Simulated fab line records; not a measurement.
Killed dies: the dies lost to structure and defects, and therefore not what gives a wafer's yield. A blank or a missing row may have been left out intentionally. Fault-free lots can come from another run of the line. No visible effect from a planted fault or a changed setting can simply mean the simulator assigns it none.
fab line records ; flow n5_finfet ; part 1 of 2: steps 1 to 4 of 6
[record] lots = 19; wafers = 57; last_day = 19
route steps=1938 shown FIN_SAQP@115 FIN_CUT@168
lots untouched by any fault: they come from a run of this same line in which no faults occurred
start_h: hours from the record's opening day to when the first of the lot's shown wafers began ; wait_h: hours from the lot's prior step to this one ; " identical to the entry in the row above ; L1.1+2: a single row standing in for several wafers ; - either no value or no given start ; * or withheld: withheld ; < > ~ a bound
route shown NAME@n: a module of which the file shows steps, and the number in the route of the first ; usual: mean/standard deviation taken from wafers without a fault ; same: alike in all rows ; chamber/n: place in a boat ; sites: per-site readings ; _std_site: the standard deviation of these ; _edge_site: mean of outer sites minus mean of inner sites ; radius_mm: how far each site lies from the wafer's centre ; mask NAME#n: copy n ; behind: tool/chamber where the wafer was last shaped ; hold: reason for holding the lot/hours on hold/outcome of the hold ; device: names the non-switching transistor (n, p or np) ; end of line: the route-end tests of the same wafers ; step lacking rows: just its recipe ; killed: not the wafer's yield, but the dies lost to structure and defects at the first sort ; map: a wafer's dies, marking killed ones x, the rest . and places with no die _
set.NAME: setting as actually run; set.NAME@STEP: the setting as run at that earlier step ; model.NAME: the simulator's own value behind a step, which no gauge read
the route's steps for a sample of lots (tables are steps, rows are wafers)
services: from which hour (start_h, from the record's first day; less than 0 if before it) a tool's chamber was out of use, for how many hours, and why
[[steps]]
[step N5_FIN_SAQP_ETCH_51]
[recipe] chemistry = CF4; target = SiARC; target_depth_a = 455; mask_material = CAR-ArF; time_s = 75.8; ion_energy_ev = 80; pressure_mtorr = 40; source_w = 545; bias_w = 36; Ar_flow_sccm = 100; cf4_flow_sccm = 100; ends = cleared
[usual] drypump_motor_current_A = 5.7/0.44; etch_rf_on_time_s = 75.5/0.85; oes_product_au = 0.67/0.054; rf_vpp_V = 184.0/1.2; showerhead_plenum_p_Torr = 2.14/0.07; throttle_valve_pct = 15.67/0.2
lot.wafer;tool;chamber;start_h;wait_h;drypump_motor_current_A;etch_rf_on_time_s;oes_product_au;rf_hours_counter_h;rf_vpp_V;showerhead_plenum_p_Torr;throttle_valve_pct
L074.1;rie_diel-04;1;21.71;0.0;5.7;72.5;0.73;76;184.0;2.09;15.43
L074.2;rie_diel-04;2;21.71;0.0;6.0;74.7;0.63;183;183.7;2.21;15.78
L074.6;rie_diel-04;1;21.71;0.0;5.7;72.6;0.74;-;184.2;2.09;15.44
L075.2;rie_diel-05;0;28.41;0.0;4.9;75.5;0.63;169;183.8;2.22;15.90
L075.3;rie_diel-05;1;28.41;0.0;5.0;75.6;0.80;12;184.8;2.19;15.51
L075.5;rie_diel-05;2;28.41;0.0;6.1;75.2;0.66;-;186.0;2.23;15.77
L076.1;rie_diel-04;2;34.27;0.0;6.0;75.4;0.62;186;184.7;2.21;15.78
L076.4;rie_diel-04;1;34.27;0.0;5.7;74.0;0.72;80;184.2;2.09;15.45
L076.5;rie_diel-04;1;34.27;0.0;5.7;72.8;0.72;-;184.8;2.09;15.43
L077.2;rie_diel-04;0;40.37;0.0;5.8;74.8;0.70;72;183.5;2.08;15.34
L077.3;rie_diel-04;3;40.37;0.0;6.7;74.5;0.80;22;185.8;2.28;15.34
L077.4;rie_diel-04;2;40.37;0.0;6.0;76.1;0.62;188;184.3;2.21;15.79
L078.2;rie_diel-04;3;46.48;0.0;6.7;76.2;0.79;24;185.8;2.28;15.34
L078.5;rie_diel-04;2;46.48;0.0;6.0;76.0;0.63;-;185.5;2.21;15.77
L078.6;rie_diel-04;1;46.48;0.0;5.7;74.1;0.72;-;182.7;2.09;15.46
L079.1;rie_diel-01;1;52.83;0.0;5.9;75.9;0.65;138;181.7;2.06;15.51
L079.3;rie_diel-01;3;52.83;0.0;5.1;75.7;0.61;191;185.8;2.22;15.59
L079.5;rie_diel-01;1;52.83;0.0;5.9;75.1;0.66;-;182.4;2.06;15.50
L080.4;rie_diel-05;3;57.64;0.0;5.6;75.9;0.65;143;183.8;2.07;15.91
L080.5;rie_diel-05;3;57.64;0.0;5.6;76.3;0.65;-;183.7;2.07;15.91
L080.6;rie_diel-05;0;57.64;0.0;4.9;74.9;0.63;-;184.7;2.22;15.93
L082.2;rie_diel-01;1;70.39;0.0;5.8;75.8;0.65;145;182.0;2.06;15.51
L082.3;rie_diel-01;0;70.39;0.0;5.5;74.7;0.72;53;183.7;2.09;15.67
L082.5;rie_diel-01;1;70.39;0.0;5.9;76.1;0.65;-;182.1;2.06;15.52
L083.2;rie_diel-04;1;76.75;0.0;5.7;74.0;0.72;91;182.7;2.08;15.46
L083.3;rie_diel-04;2;76.75;0.0;6.0;76.0;0.61;199;185.8;2.20;15.79
L083.5;rie_diel-04;2;76.75;0.0;6.0;76.0;0.62;-;185.2;2.20;15.83
L084.3;rie_diel-05;0;83.91;0.0;4.9;74.6;0.63;184;184.7;2.21;15.96
L084.4;rie_diel-05;1;83.91;0.0;5.0;75.8;0.78;28;185.1;2.18;15.52
L084.5;rie_diel-05;0;83.91;0.0;5.0;74.0;0.64;-;186.2;2.21;15.96
L085.1;rie_diel-01;1;89.05;0.0;5.9;76.5;0.65;151;184.3;2.06;15.53
L085.2;rie_diel-01;0;89.05;0.0;5.5;75.4;0.71;58;183.4;2.09;15.67
L085.5;rie_diel-01;2;89.05;0.0;6.0;75.8;0.64;-;183.4;2.13;15.92
L086.1;rie_diel-01;3;94.48;0.0;5.1;75.8;0.61;203;185.0;2.21;15.61
L086.3;rie_diel-01;2;94.48;0.0;6.0;76.5;0.64;192;184.3;2.13;15.93
L086.4;rie_diel-01;1;94.48;0.0;5.9;76.4;0.65;153;183.5;2.06;15.53
L087.1;rie_diel-01;0;101.30;0.0;5.5;75.6;0.71;63;181.7;2.09;15.68
L087.4;rie_diel-01;3;101.30;0.0;5.1;75.1;0.61;205;183.9;2.21;15.61
L087.6;rie_diel-01;1;101.30;0.0;5.9;76.3;0.64;-;181.3;2.06;15.54
L090.1;rie_diel-05;0;119.35;0.0;4.9;75.0;0.62;198;184.9;2.21;15.98
L090.2;rie_diel-05;2;119.35;0.0;6.1;76.4;0.64;180;182.8;2.22;15.83
L090.3;rie_diel-05;3;119.35;0.0;5.6;75.3;0.64;165;181.9;2.06;15.95
L091.3;rie_diel-04;1;124.66;0.0;5.7;73.5;0.70;100;183.4;2.08;15.49
L091.4;rie_diel-04;2;124.66;0.0;6.0;76.2;0.60;216;185.7;2.20;15.82
L091.5;rie_diel-04;2;124.66;0.0;6.0;75.6;0.60;-;183.4;2.20;15.84
L093.1;rie_diel-01;3;136.01;0.0;5.1;75.6;0.60;218;185.7;2.21;15.64
L093.4;rie_diel-01;2;136.01;0.0;6.0;75.5;0.62;207;182.4;2.13;15.97
L093.5;rie_diel-01;0;136.01;0.0;5.5;75.5;0.70;-;183.1;2.08;15.71
L094.3;rie_diel-01;2;142.45;0.0;6.0;76.0;0.62;210;184.5;2.13;15.97
L094.4;rie_diel-01;1;142.45;0.0;5.9;76.5;0.63;172;182.6;2.05;15.57
L094.6;rie_diel-01;0;142.45;0.0;5.6;76.3;0.68;-;184.1;2.08;15.70
L095.2;rie_diel-01;0;149.04;0.0;5.6;75.5;0.69;81;182.6;2.08;15.69
L095.3;rie_diel-01;3;149.04;0.0;5.1;75.7;0.60;223;186.3;2.21;15.66
L095.5;rie_diel-01;1;149.04;0.0;5.9;75.8;0.63;-;184.4;2.05;15.57
L096.2;rie_diel-04;3;154.46;0.0;6.7;76.0;0.75;58;186.1;2.26;15.41
L096.3;rie_diel-04;2;154.46;0.0;6.0;76.9;0.60;226;185.4;2.19;15.86
L096.5;rie_diel-04;3;154.46;0.0;6.7;75.8;0.75;-;186.2;2.26;15.41
[step N5_FIN_SAQP_HM_OPEN_73]
[recipe] chemistry = CHF3/O2; target = SiO2; stop_on = a-Si; target_depth_a = 120; over_etch_frac = 1.8; mask_material = SOC; time_s = 16.8; pressure_mtorr = 30; source_w = 650; bias_w = 170; Ar_flow_sccm = 200; CHF3_flow_sccm = 50; O2_flow_sccm = 5; ion_energy_ev = 200; ends = end_point
[usual] drypump_motor_current_A = 5.7/0.45; oes_product_au = 0.47/0.037; rf_vpp_V = 522/5.7; showerhead_plenum_p_Torr = 2.41/0.08; throttle_valve_pct = 18.88/0.19
lot.wafer;tool;chamber;start_h;wait_h;drypump_motor_current_A;oes_product_au;rf_hours_counter_h;rf_vpp_V;showerhead_plenum_p_Torr;throttle_valve_pct
L074.1;rie_diel-04;1;21.87;0.0;5.7;0.50;76;512;2.36;18.69
L074.2;rie_diel-04;2;21.87;0.0;6.0;0.44;183;519;2.49;18.96
L074.6;rie_diel-04;1;21.87;0.0;5.7;0.51;-;513;2.36;18.71
L075.2;rie_diel-05;0;28.57;0.0;4.9;0.44;169;532;2.50;19.13
L075.3;rie_diel-05;1;28.57;0.0;5.0;0.56;12;523;2.46;18.74
L075.5;rie_diel-05;2;28.57;0.0;6.1;0.45;-;530;2.50;18.99
L076.1;rie_diel-04;2;34.43;0.0;6.0;0.43;186;518;2.48;18.99
L076.4;rie_diel-04;1;34.43;0.0;5.7;0.51;80;514;2.36;18.69
L076.5;rie_diel-04;1;34.43;0.0;5.7;0.49;-;514;2.36;18.70
L077.2;rie_diel-04;0;40.53;0.0;5.8;0.49;72;524;2.34;18.56
L077.3;rie_diel-04;3;40.53;0.0;6.7;0.56;22;525;2.57;18.60
L077.4;rie_diel-04;2;40.53;0.0;6.0;0.44;188;516;2.48;18.96
L078.2;rie_diel-04;3;46.64;0.0;6.7;0.55;24;525;2.57;18.60
L078.5;rie_diel-04;2;46.64;0.0;6.0;0.44;-;518;2.48;18.97
L078.6;rie_diel-04;1;46.64;0.0;5.7;0.50;-;513;2.35;18.72
L079.1;rie_diel-01;1;52.99;0.0;5.9;0.46;138;521;2.32;18.70
L079.3;rie_diel-01;3;52.99;0.0;5.1;0.43;191;524;2.49;18.74
L079.5;rie_diel-01;1;52.99;0.0;5.9;0.46;-;521;2.32;18.70
L080.4;rie_diel-05;3;57.80;0.0;5.6;0.46;143;526;2.32;19.15
L080.5;rie_diel-05;3;57.80;0.0;5.6;0.46;-;528;2.33;19.17
L080.6;rie_diel-05;0;57.80;0.0;4.9;0.44;-;532;2.50;19.15
L082.2;rie_diel-01;1;70.56;0.0;5.9;0.46;145;520;2.32;18.71
L082.3;rie_diel-01;0;70.56;0.0;5.5;0.50;53;527;2.35;18.91
L082.5;rie_diel-01;1;70.56;0.0;5.8;0.46;-;520;2.32;18.72
L083.2;rie_diel-04;1;76.92;0.0;5.7;0.49;91;512;2.35;18.72
L083.3;rie_diel-04;2;76.92;0.0;6.0;0.43;199;518;2.48;18.99
L083.5;rie_diel-04;2;76.92;0.0;6.0;0.43;-;518;2.48;19.00
L084.3;rie_diel-05;0;84.08;0.0;4.9;0.43;184;532;2.49;19.17
L084.4;rie_diel-05;1;84.08;0.0;5.0;0.54;28;523;2.46;18.78
L084.5;rie_diel-05;0;84.08;0.0;4.9;0.44;-;534;2.49;19.17
L085.1;rie_diel-01;1;89.21;0.0;5.9;0.45;151;519;2.31;18.71
L085.2;rie_diel-01;0;89.21;0.0;5.5;0.49;59;528;2.35;18.92
L085.5;rie_diel-01;2;89.21;0.0;6.1;0.45;-;512;2.39;19.10
L086.1;rie_diel-01;3;94.65;0.0;5.1;0.43;203;524;2.49;18.75
L086.3;rie_diel-01;2;94.65;0.0;6.0;0.45;192;512;2.39;19.10
L086.4;rie_diel-01;1;94.65;0.0;5.9;0.45;153;520;2.31;18.72
L087.1;rie_diel-01;0;101.46;0.0;5.5;0.49;63;527;2.35;18.93
L087.4;rie_diel-01;3;101.46;0.0;5.2;0.43;205;523;2.48;18.76
L087.6;rie_diel-01;1;101.46;0.0;5.9;0.45;-;519;2.31;18.72
L090.1;rie_diel-05;0;119.52;0.0;4.9;0.43;198;532;2.49;19.18
L090.2;rie_diel-05;2;119.52;0.0;6.1;0.45;180;527;2.49;19.04
L090.3;rie_diel-05;3;119.52;0.0;5.6;0.44;165;529;2.32;19.19
L091.3;rie_diel-04;1;124.82;0.0;5.6;0.49;100;512;2.35;18.72
L091.4;rie_diel-04;2;124.82;0.0;6.0;0.42;216;516;2.47;19.03
L091.5;rie_diel-04;2;124.82;0.0;6.0;0.42;-;517;2.47;19.03
L093.1;rie_diel-01;3;136.17;0.0;5.1;0.42;218;523;2.48;18.78
L093.4;rie_diel-01;2;136.17;0.0;6.0;0.44;207;514;2.39;19.11
L093.5;rie_diel-01;0;136.17;0.0;5.5;0.50;-;526;2.34;18.94
L094.3;rie_diel-01;2;142.62;0.0;6.0;0.44;210;513;2.39;19.14
L094.4;rie_diel-01;1;142.62;0.0;5.9;0.44;172;520;2.31;18.74
L094.6;rie_diel-01;0;142.62;0.0;5.5;0.49;-;526;2.34;18.95
L095.2;rie_diel-01;0;149.21;0.0;5.5;0.48;81;526;2.34;18.93
L095.3;rie_diel-01;3;149.21;0.0;5.2;0.42;224;523;2.48;18.78
L095.5;rie_diel-01;1;149.21;0.0;5.9;0.45;-;520;2.30;18.75
L096.2;rie_diel-04;3;154.62;0.0;6.7;0.52;58;525;2.55;18.66
L096.3;rie_diel-04;2;154.62;0.0;6.0;0.42;226;519;2.47;19.03
L096.5;rie_diel-04;3;154.62;0.0;6.7;0.51;-;526;2.55;18.66
[step N5_FIN_SAQP_SPACER1_ETCHBACK_25]
[recipe] chemistry = CHF3/O2; mode = anisotropic_etchback; target = SiO2; target_depth_a = 244; time_s = 12.2; pressure_mtorr = 30; source_w = 650; bias_w = 170; Ar_flow_sccm = 200; CHF3_flow_sccm = 50; O2_flow_sccm = 5; ion_energy_ev = 200
[usual] drypump_motor_current_A = 5.6/0.49; oes_product_au = 0.78/0.068; rf_vpp_V = 524/5.8; showerhead_plenum_p_Torr = 2.42/0.077; throttle_valve_pct = 19.00/0.2
lot.wafer;tool;chamber;start_h;wait_h;drypump_motor_current_A;oes_product_au;rf_hours_counter_h;rf_vpp_V;showerhead_plenum_p_Torr;throttle_valve_pct
L074.1;rie_diel-01;1;24.85;0.5;5.9;0.78;129;521;2.32;18.74
L074.2;rie_diel-01;3;24.85;0.5;5.1;0.73;182;523;2.49;18.80
L074.6;rie_diel-01;2;24.85;0.5;6.0;0.75;-;515;2.40;19.15
L075.2;rie_diel-05;3;30.19;0.4;5.6;0.77;134;527;2.33;19.22
L075.3;rie_diel-05;0;30.19;0.4;4.9;0.74;169;532;2.50;19.22
L075.5;rie_diel-05;0;30.19;0.4;4.9;0.75;-;532;2.50;19.24
L076.1;rie_diel-05;1;36.13;0.4;5.0;0.94;15;522;2.46;18.84
L076.4;rie_diel-05;2;36.13;0.4;6.1;0.77;153;528;2.50;19.07
L076.5;rie_diel-05;0;36.13;0.4;4.9;0.74;-;532;2.50;19.22
L077.2;rie_diel-05;2;42.17;0.4;6.1;0.77;155;528;2.50;19.07
L077.3;rie_diel-05;1;42.17;0.4;5.0;0.93;17;522;2.46;18.84
L077.4;rie_diel-05;0;42.17;0.4;4.9;0.74;172;533;2.50;19.23
L078.2;rie_diel-04;2;48.48;0.4;6.0;0.72;190;517;2.48;19.05
L078.5;rie_diel-04;0;48.48;0.4;5.8;0.82;-;525;2.34;18.66
L078.6;rie_diel-04;3;48.48;0.4;6.7;0.93;-;526;2.57;18.69
L079.1;rie_diel-05;2;54.65;0.4;6.1;0.76;159;529;2.50;19.06
L079.3;rie_diel-05;0;54.65;0.4;4.9;0.74;176;533;2.50;19.25
L079.5;rie_diel-05;1;54.65;0.4;5.0;0.91;-;524;2.46;18.83
L080.4;rie_diel-05;3;59.67;0.4;5.6;0.76;144;527;2.32;19.25
L080.5;rie_diel-05;1;59.67;0.4;5.0;0.92;-;523;2.46;18.86
L080.6;rie_diel-05;0;59.67;0.4;5.0;0.74;-;533;2.50;19.24
L082.2;rie_diel-01;1;72.17;0.4;5.9;0.77;146;521;2.32;18.77
L082.3;rie_diel-01;3;72.17;0.4;5.1;0.72;198;523;2.49;18.82
L082.5;rie_diel-01;3;72.17;0.4;5.1;0.72;-;522;2.49;18.82
L083.2;rie_diel-05;1;78.61;0.4;5.0;0.91;27;524;2.46;18.86
L083.3;rie_diel-05;2;78.61;0.4;6.1;0.76;167;528;2.50;19.10
L083.5;rie_diel-05;0;78.61;0.4;4.9;0.74;-;531;2.49;19.25
L084.3;rie_diel-01;0;85.75;0.4;5.5;0.84;58;527;2.35;18.98
L084.4;rie_diel-01;3;85.75;0.4;5.1;0.72;200;525;2.49;18.82
L084.5;rie_diel-01;2;85.75;0.4;6.1;0.74;-;514;2.39;19.16
L085.1;rie_diel-05;2;91.51;0.5;6.1;0.75;170;528;2.50;19.09
L085.2;rie_diel-05;3;91.51;0.5;5.6;0.75;154;526;2.32;19.26
L085.5;rie_diel-05;1;91.51;0.5;5.0;0.90;-;523;2.46;18.86
L086.1;rie_diel-04;2;97.44;0.4;6.0;0.71;206;517;2.48;19.08
L086.3;rie_diel-04;3;97.44;0.4;6.7;0.90;40;525;2.56;18.70
L086.4;rie_diel-04;0;97.44;0.4;5.8;0.81;88;523;2.34;18.67
L087.1;rie_diel-05;3;103.26;0.6;5.6;0.75;159;526;2.32;19.27
L087.4;rie_diel-05;0;103.26;0.6;4.9;0.73;-;534;2.49;19.27
L087.6;rie_diel-05;3;103.26;0.6;5.6;0.75;-;527;2.32;19.26
L090.1;rie_diel-05;1;121.14;0.4;5.0;0.87;38;523;2.45;18.86
L090.2;rie_diel-05;2;121.14;0.4;6.1;0.73;181;527;2.49;19.11
L090.3;rie_diel-05;3;121.14;0.4;5.6;0.74;166;528;2.32;19.26
L091.3;rie_diel-01;3;126.53;0.4;5.2;0.71;216;525;2.48;18.85
L091.4;rie_diel-01;0;126.53;0.4;5.5;0.82;73;526;2.34;19.01
L091.5;rie_diel-01;3;126.53;0.4;5.1;0.71;-;522;2.48;18.84
L093.1;rie_diel-01;0;137.99;0.4;5.5;0.81;76;526;2.34;19.00
L093.4;rie_diel-01;2;137.99;0.4;6.1;0.72;208;512;2.39;19.20
L093.5;rie_diel-01;1;137.99;0.4;5.9;0.74;-;520;2.31;18.83
L094.3;rie_diel-04;3;144.27;0.4;6.7;0.88;54;524;2.55;18.73
L094.4;rie_diel-04;0;144.27;0.4;5.8;0.78;106;523;2.33;18.69
L094.6;rie_diel-04;3;144.27;0.4;6.7;0.87;-;525;2.55;18.73
L095.2;rie_diel-01;2;150.86;0.4;6.1;0.72;214;513;2.38;19.22
L095.3;rie_diel-01;3;150.86;0.4;5.2;0.70;224;522;2.48;18.86
L095.5;rie_diel-01;2;150.86;0.4;6.0;0.72;-;514;2.38;19.23
L096.2;rie_diel-04;2;156.39;0.5;6.0;0.69;227;519;2.47;19.12
L096.3;rie_diel-04;1;156.39;0.5;5.6;0.81;112;513;2.34;18.83
L096.5;rie_diel-04;1;156.39;0.5;5.7;0.81;-;512;2.34;18.84
[step N5_FIN_SAQP_STRIP_77]
[recipe] chemistry = N2/H2; time_s = 90; power_w = 100; temp_c = 40; pressure_mtorr = 100; rf_frequency_hz = 6e+07; bias_power_w = 3; n2_flow_sccm = 300; h2_flow_sccm = 300
[usual] drypump_motor_current_A = 5.7/0.46; oes_product_au = 0.78/0.063; rf_vpp_V = 45.3/0.91; showerhead_plenum_p_Torr = 3.37/0.11; throttle_valve_pct = 12.25/0.22
lot.wafer;tool;chamber;start_h;wait_h;drypump_motor_current_A;oes_product_au;rf_hours_counter_h;rf_vpp_V;showerhead_plenum_p_Torr;throttle_valve_pct
L074.1;rie_diel-04;3;26.88;0.0;6.7;0.95;18;47.2;3.58;11.82
L074.2;rie_diel-04;2;26.88;0.0;6.0;0.74;185;46.7;3.49;12.41
L074.6;rie_diel-04;1;26.88;0.0;5.7;0.84;-;44.6;3.29;11.97
L075.2;rie_diel-05;3;32.16;0.0;5.6;0.77;135;45.9;3.26;12.48
L075.3;rie_diel-05;1;32.16;0.0;5.0;0.94;13;47.2;3.45;12.02
L075.5;rie_diel-05;0;32.16;0.0;5.0;0.75;-;45.3;3.50;12.50
L076.1;rie_diel-04;0;38.17;0.0;5.8;0.83;72;45.7;3.28;11.87
L076.4;rie_diel-04;1;38.17;0.0;5.7;0.84;81;43.7;3.29;11.97
L076.5;rie_diel-04;2;38.17;0.0;6.0;0.73;-;45.9;3.49;12.41
L077.2;rie_diel-01;2;44.43;0.0;6.1;0.75;175;43.8;3.37;12.45
L077.3;rie_diel-01;3;44.43;0.0;5.1;0.73;188;45.9;3.48;12.16
L077.4;rie_diel-01;1;44.43;0.0;5.9;0.78;135;46.0;3.26;12.14
L078.2;rie_diel-01;1;51.14;0.0;5.9;0.78;137;44.7;3.26;12.13
L078.5;rie_diel-01;2;51.14;0.0;6.0;0.76;-;44.6;3.37;12.45
L078.6;rie_diel-01;3;51.14;0.0;5.0;0.73;-;44.5;3.48;12.16
L079.1;rie_diel-05;3;57.28;0.0;5.6;0.75;143;45.0;3.25;12.49
L079.3;rie_diel-05;2;57.28;0.0;6.1;0.76;159;46.5;3.49;12.36
L079.5;rie_diel-05;3;57.28;0.0;5.6;0.75;-;45.8;3.25;12.50
L080.4;rie_diel-04;2;61.90;0.0;6.0;0.72;194;45.5;3.49;12.43
L080.5;rie_diel-04;2;61.90;0.0;6.0;0.73;-;44.0;3.49;12.44
L080.6;rie_diel-04;1;61.90;0.0;5.7;0.83;-;43.4;3.28;12.00
L082.2;rie_diel-04;1;74.06;0.0;5.7;0.83;91;44.3;3.28;11.98
L082.3;rie_diel-04;2;74.06;0.0;6.0;0.72;198;46.9;3.48;12.45
L082.5;rie_diel-04;0;74.06;0.0;5.8;0.81;-;44.5;3.27;11.89
L083.2;rie_diel-04;0;80.49;0.0;5.8;0.82;83;43.9;3.27;11.91
L083.3;rie_diel-04;2;80.49;0.0;6.0;0.72;200;45.3;3.48;12.45
L083.5;rie_diel-04;1;80.49;0.0;5.7;0.83;-;45.6;3.28;12.00
L084.3;rie_diel-01;0;88.68;0.0;5.5;0.83;58;43.6;3.29;12.27
L084.4;rie_diel-01;1;88.68;0.0;5.9;0.77;151;43.9;3.25;12.17
L084.5;rie_diel-01;3;88.68;0.0;5.1;0.72;-;45.4;3.47;12.19
L085.1;rie_diel-01;1;93.88;0.0;5.9;0.76;153;46.1;3.25;12.18
L085.2;rie_diel-01;2;93.88;0.0;6.1;0.75;191;44.7;3.36;12.47
L085.5;rie_diel-01;2;93.88;0.0;6.1;0.75;-;45.8;3.36;12.48
L086.1;rie_diel-01;3;100.93;0.0;5.2;0.70;205;46.9;3.47;12.20
L086.3;rie_diel-01;2;100.93;0.0;6.1;0.74;193;46.4;3.36;12.48
L086.4;rie_diel-01;0;100.93;0.0;5.5;0.82;63;45.1;3.28;12.31
L087.1;rie_diel-01;2;105.36;0.0;6.1;0.75;195;44.3;3.36;12.48
L087.4;rie_diel-01;3;105.36;0.0;5.1;0.72;206;43.5;3.47;12.21
L087.6;rie_diel-01;0;105.36;0.0;5.5;0.84;-;46.2;3.28;12.31
L090.1;rie_diel-01;3;123.06;0.0;5.2;0.71;214;44.3;3.47;12.22
L090.2;rie_diel-01;1;123.06;0.0;5.9;0.75;165;43.2;3.24;12.22
L090.3;rie_diel-01;2;123.06;0.0;6.1;0.74;203;44.0;3.35;12.51
L091.3;rie_diel-01;3;128.41;0.0;5.1;0.71;216;44.6;3.47;12.23
L091.4;rie_diel-01;1;128.41;0.0;5.9;0.75;167;45.3;3.24;12.21
L091.5;rie_diel-01;0;128.41;0.0;5.5;0.83;-;44.8;3.28;12.32
L093.1;rie_diel-05;0;140.07;0.0;5.0;0.73;204;45.3;3.48;12.57
L093.4;rie_diel-05;2;140.07;0.0;6.2;0.73;186;45.8;3.48;12.43
L093.5;rie_diel-05;0;140.07;0.0;5.0;0.72;-;44.0;3.48;12.58
L094.3;rie_diel-04;1;146.69;0.0;5.7;0.81;108;45.0;3.27;12.05
L094.4;rie_diel-04;3;146.69;0.0;6.7;0.88;55;45.2;3.56;11.90
L094.6;rie_diel-04;0;146.69;0.0;5.8;0.79;-;44.0;3.26;11.97
L095.2;rie_diel-01;3;152.86;0.0;5.1;0.71;225;45.5;3.46;12.24
L095.3;rie_diel-01;0;152.86;0.0;5.5;0.81;82;44.9;3.27;12.35
L095.5;rie_diel-01;0;152.86;0.0;5.6;0.82;-;46.0;3.27;12.34
L096.2;rie_diel-04;3;158.44;0.0;6.7;0.87;60;44.5;3.56;11.92
L096.3;rie_diel-04;1;158.44;0.0;5.7;0.80;113;44.0;3.27;12.04
L096.5;rie_diel-04;3;158.44;0.0;6.7;0.87;-;44.9;3.56;11.93
